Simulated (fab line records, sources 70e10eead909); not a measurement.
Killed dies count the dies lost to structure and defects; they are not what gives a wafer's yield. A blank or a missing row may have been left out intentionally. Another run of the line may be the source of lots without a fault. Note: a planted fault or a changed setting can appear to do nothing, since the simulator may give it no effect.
Which of the tools did it? ; flow nandHarc ; 14 lots, 42 wafers sampled, at 4 steps of a route of 1302

== WHAT THE GAUGES READ, wafer by wafer ==
Not one reading of a measure or inspect step in the record can be checked against a usual standard deviation.

== WHAT TOOL EACH LOT RAN ON (gives the tool, then ch and the chambers of the sampled wafers, and finally the start) ==
lot;NHARC_A_STAIRCASE_ETCH_199;NHARC_A_STAIRCASE_TRIM_200;NHARC_A_STAIRCASE_DEVELOP_216;NHARC_A_STAIRCASE_TRIM_224
L582;rieDiel-12 ch 0,1,2, day 16 18:00 or earlier;rieDiel-12 ch 0,2,3, day 16 18:00 or earlier;lithoTrack-02 ch 0, day 16 18:00;rieDiel-07 ch 0,1,2, no start
L581;rieDiel-07 ch 1,2, day 16 18:00 or earlier;rieDiel-07 ch 1,2,3, day 16 18:00 or earlier;lithoTrack-05 ch 0, day 16 18:00;rieDiel-12 ch 1,2,3, no start
L583;rieDiel-12 ch 0,1, day 17 09:00 or earlier;rieDiel-12 ch 0,2,3, day 17 09:00 or earlier;lithoTrack-03 ch 0, day 17 09:00;rieDiel-07 ch 1,2, no start
L586;rieDiel-08 ch 0,1,2, day 18 07:00 or earlier;rieDiel-08 ch 0,2,3, day 18 07:00 or earlier;lithoTrack-03 ch 0, day 18 07:00;rieDiel-07 ch 0,1,3, no start
L588;rieDiel-07 ch 0,1,3, day 19 10:00 or earlier;rieDiel-07 ch 0,3, day 19 10:00 or earlier;lithoTrack-05 ch 0, day 19 10:00;rieDiel-08 ch 1,2,3, no start
L590;rieDiel-08 ch 1,2,3, day 20 11:00 or earlier;rieDiel-08 ch 0,2,3, day 20 11:00 or earlier;lithoTrack-05 ch 0, day 20 11:00;rieDiel-12 ch 0,1, no start
L591;rieDiel-12 ch 1,2, day 20 14:00 or earlier;rieDiel-12 ch 1,3, day 20 14:00 or earlier;lithoTrack-02 ch 0, day 20 14:00;rieDiel-08 ch 1,2,3, no start
L592;rieDiel-08 ch 0,1,3, day 21 00:00 or earlier;rieDiel-08 ch 0,2,3, day 21 00:00 or earlier;lithoTrack-03, day 21 00:00;rieDiel-08 ch 1,2,3, no start
L594;rieDiel-07 ch 1,2, day 22 02:00 or earlier;rieDiel-07 ch 0,1,3, day 22 02:00 or earlier;lithoTrack-05, day 22 02:00;rieDiel-07 ch 0,2,3, no start
L595;rieDiel-12 ch 1,2,3, day 22 03:00 or earlier;rieDiel-12 ch 0,2, day 22 03:00 or earlier;lithoTrack-03 ch 0, day 22 03:00;rieDiel-07 ch 2,3, no start
L596;rieDiel-07 ch 1,2,3, day 22 20:00 or earlier;rieDiel-07 ch 0,3, day 22 20:00 or earlier;lithoTrack-03 ch 0, day 22 20:00;rieDiel-07 ch 1,2,3, no start
L602;rieDiel-07 ch 1,2,3, day 25 03:00 or earlier;rieDiel-07 ch 0,1,2, day 25 03:00 or earlier;lithoTrack-03 ch 0, day 25 03:00;rieDiel-08 ch 0,2,3, no start
L601;rieDiel-12 ch 0,1,3, day 25 03:00 or earlier;rieDiel-12 ch 0,1, day 25 03:00 or earlier;lithoTrack-05 ch 0, day 25 03:00;rieDiel-12 ch 0,2, no start
L603;rieDiel-12 ch 1,2,3, day 26 07:00 or earlier;rieDiel-12 ch 1,2,3, day 26 07:00 or earlier;lithoTrack-05 ch 0, day 26 07:00;rieDiel-07 ch 0,1,2, no start
- NHARC_A_STAIRCASE_ETCH_199: etches the open film in C4F8/O2, target depth 100 nm, time 40.5 s.
- NHARC_A_STAIRCASE_TRIM_200: chemistry O2, time 211.2 s.
- NHARC_A_STAIRCASE_DEVELOP_216: time 140 s.
- NHARC_A_STAIRCASE_TRIM_224: chemistry O2, time 211.2 s.

== AS READ BY THE TOOLS THEMSELVES (means over the sampled wafers that have a number; for cases with no such wafer, the mark the record gives instead) ==
NHARC_A_STAIRCASE_ETCH_199. Usual: oesProductAu 0.942 a.u., standard deviation 0.014; rfVppV 894 V, standard deviation 4.
lot;tool;oesProductAu (a.u.);rfVppV (V);flag
L582;rieDiel-12;0.944;894;
L581;rieDiel-07;0.947;894;
L583;rieDiel-12;0.931;892;
L586;rieDiel-08;0.952;893;
L588;rieDiel-07;0.938;892;
L590;rieDiel-08;0.964;896;
L591;rieDiel-12;0.935;893;
L592;rieDiel-08;0.936;892;
L594;rieDiel-07;0.954;893;
L595;rieDiel-12;0.924;897;
L596;rieDiel-07;0.949;892;
L602;rieDiel-07;0.949;892;
L601;rieDiel-12;0.933;893;
L603;rieDiel-12;0.932;896;

NHARC_A_STAIRCASE_TRIM_200. Usual: drypumpMotorCurrentA 5.8 A, standard deviation 0.39; oesProductAu 0.997 a.u., standard deviation 0.012; rfVppV 57.6 V, standard deviation 0.79; showerheadPlenumPTorr 3.47 Torr, standard deviation 0.11; throttleValvePct 17.035 %, standard deviation 0.0085.
lot;tool;drypumpMotorCurrentA (A);oesProductAu (a.u.);rfVppV (V);showerheadPlenumPTorr (Torr);throttleValvePct (%);flag
L582;rieDiel-12;5.9;1.000;57.3;3.57;17.036;
L581;rieDiel-07;5.7;1.008;57.6;3.43;17.034;
L583;rieDiel-12;5.9;0.995;57.4;3.56;17.036;
L586;rieDiel-08;6.0;0.988;57.8;3.52;17.029;
L588;rieDiel-07;5.2;0.992;57.1;3.40;17.034;
L590;rieDiel-08;6.0;0.998;57.7;3.51;17.038;
L591;rieDiel-12;5.8;0.980;57.1;3.47;17.043;
L592;rieDiel-08;6.0;0.999;57.2;3.51;17.040;
L594;rieDiel-07;5.7;0.997;57.2;3.40;17.031;
L595;rieDiel-12;5.8;1.001;57.1;3.49;17.040;
L596;rieDiel-07;5.2;0.995;57.2;3.39;17.035;
L602;rieDiel-07;6.1;1.018;57.6;3.44;17.038;
L601;rieDiel-12;5.8;0.989;57.5;3.41;17.035;
L603;rieDiel-12;5.8;0.990;58.2;3.51;17.034;

NHARC_A_STAIRCASE_DEVELOP_216. Usual: chillPlateTempC 23.01 C, standard deviation 0.11; exhaustPa 44.8 Pa, standard deviation 0.78; resistLineTempC 22.99 C, standard deviation 0.093.
lot;tool;chillPlateTempC (C);exhaustPa (Pa);resistLineTempC (C);flag
L582;lithoTrack-02;23.03;44.1;23.07;
L581;lithoTrack-05;22.98;44.7;23.04;
L583;lithoTrack-03;23.02;44.8;22.92;
L586;lithoTrack-03;22.89;46.3;22.99;
L588;lithoTrack-05;23.07;44.7;22.96;
L590;lithoTrack-05;22.98;44.6;22.99;
L591;lithoTrack-02;23.15;44.0;22.91;
L592;lithoTrack-03;-;-;-;OFF
L594;lithoTrack-05;-;-;-;OFF
L595;lithoTrack-03;23.05;44.8;22.86;
L596;lithoTrack-03;23.09;45.6;22.97;
L602;lithoTrack-03;22.93;44.0;22.94;
L601;lithoTrack-05;23.04;44.8;23.09;
L603;lithoTrack-05;23.04;45.1;23.00;

NHARC_A_STAIRCASE_TRIM_224. Usual: drypumpMotorCurrentA 5.8 A, standard deviation 0.39; oesProductAu 0.998 a.u., standard deviation 0.012; rfVppV 57.5 V, standard deviation 0.83; showerheadPlenumPTorr 3.47 Torr, standard deviation 0.11; throttleValvePct 17.037 %, standard deviation 0.0086.
lot;tool;drypumpMotorCurrentA (A);oesProductAu (a.u.);rfVppV (V);showerheadPlenumPTorr (Torr);throttleValvePct (%);flag
L582;rieDiel-07;6.0;0.987;57.6;3.47;17.041;
L581;rieDiel-12;5.9;0.988;57.3;3.55;17.030;
L583;rieDiel-07;6.1;1.006;57.7;3.47;17.052;
L586;rieDiel-07;5.7;0.999;57.3;3.42;17.033;
L588;rieDiel-08;5.9;1.014;58.5;3.56;17.038;
L590;rieDiel-12;5.7;0.990;57.4;3.41;17.044;
L591;rieDiel-08;5.9;1.001;57.6;3.55;17.046;
L592;rieDiel-08;5.9;0.998;57.2;3.55;17.038;
L594;rieDiel-07;5.6;0.993;57.8;3.44;17.036;
L595;rieDiel-07;5.3;0.993;56.1;3.40;17.044;
L596;rieDiel-07;5.7;0.997;56.7;3.41;17.026;
L602;rieDiel-08;6.0;1.003;57.6;3.68;17.037;
L601;rieDiel-12;5.8;1.004;56.8;3.53;17.040;
L603;rieDiel-07;6.0;1.014;57.7;3.43;17.032;

== THE ANSWER, worked out from the rows above alone ==
Rule: a lot is off if the mean of its wafers that have a number lies more than 3 standard deviations from the usual mean. A lot without any number at a reading at which 4 lots or more have one is off too. All remaining lots with rows at the step are treated as sound. First the gauges in route order, then the tools' own readings, where a lot's mean is used as printed above. The first step at which some lot is off is used, and at that step the reading that is off furthest; a lot without a number counts as furthest.
Off at NHARC_A_STAIRCASE_DEVELOP_216 (chillPlateTempC): L592, L594. Without a number there: L592, L594.
If a tool, at that step or one of the process steps before it, ran each lot that is off and ran no sound lot following the first of them, it fits. NHARC_A_STAIRCASE_ETCH_199: start missing for some lots; hours and lot order therefore follow NHARC_A_STAIRCASE_DEVELOP_216. NHARC_A_STAIRCASE_TRIM_200: start missing for some lots; hours and lot order therefore follow NHARC_A_STAIRCASE_DEVELOP_216. Of those tried, none fits.

== WHAT THE SIMULATOR HAD INSERTED ==
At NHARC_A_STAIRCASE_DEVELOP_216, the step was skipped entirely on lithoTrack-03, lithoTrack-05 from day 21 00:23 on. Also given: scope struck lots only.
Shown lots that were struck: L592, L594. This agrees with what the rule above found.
